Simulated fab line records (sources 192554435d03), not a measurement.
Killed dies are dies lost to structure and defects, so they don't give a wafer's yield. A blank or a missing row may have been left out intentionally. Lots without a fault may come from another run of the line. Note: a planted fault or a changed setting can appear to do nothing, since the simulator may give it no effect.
Matching of chambers :: flow n5_finfet :: cvd_co-02 running N5_BEOL_M2_PRE_CLEAN_60: 3 sister chambers
The step time 15 s. 3 wafers are shown with their chamber, then 8 later ones without.

WAFERS PAIRED WITH THEIR CHAMBERS
wafer: L091.3
chamber: 0
heater_power_w (W): 105

wafer: L091.6
chamber: 1
heater_power_w (W): 90

wafer: L092.3
chamber: 2
heater_power_w (W): 125

WAFERS WITH NO CHAMBER GIVEN
wafer: L092.5
heater_power_w (W): 122

wafer: L092.6
heater_power_w (W): 91

wafer: L096.1
heater_power_w (W): 90

wafer: L096.5
heater_power_w (W): 103

wafer: L096.6
heater_power_w (W): 89

wafer: L097.2
heater_power_w (W): 91

wafer: L097.3
heater_power_w (W): 104

wafer: L097.6
heater_power_w (W): 124

EACH ONE'S CHAMBER
wafer: L092.5
from the rows above: 2
in truth: 2

wafer: L092.6
from the rows above: 1
in truth: 1

wafer: L096.1
from the rows above: 1
in truth: 1

wafer: L096.5
from the rows above: 0
in truth: 0

wafer: L096.6
from the rows above: 1
in truth: 1

wafer: L097.2
from the rows above: 1
in truth: 1

wafer: L097.3
from the rows above: 0
in truth: 0

wafer: L097.6
from the rows above: 2
in truth: 2
Correct placement for 8 of the 8. From these rows, 0 cannot be placed. Number placed wrongly: 0.
How it was worked out, from the rows above alone: a wafer's distance from a chamber is the root of the sum, over the readings, of the square of ((its reading less the chamber's mean) divided by the reading's scatter). The wafer belongs to the nearest chamber; if the next one is less than 2 further off, it can't be placed. Each chamber's mean is taken over the wafers shown for it. The scatter (one wafer shown for each chamber): square how far every hidden wafer sits from the nearest shown wafer, average those squares and take the square root.
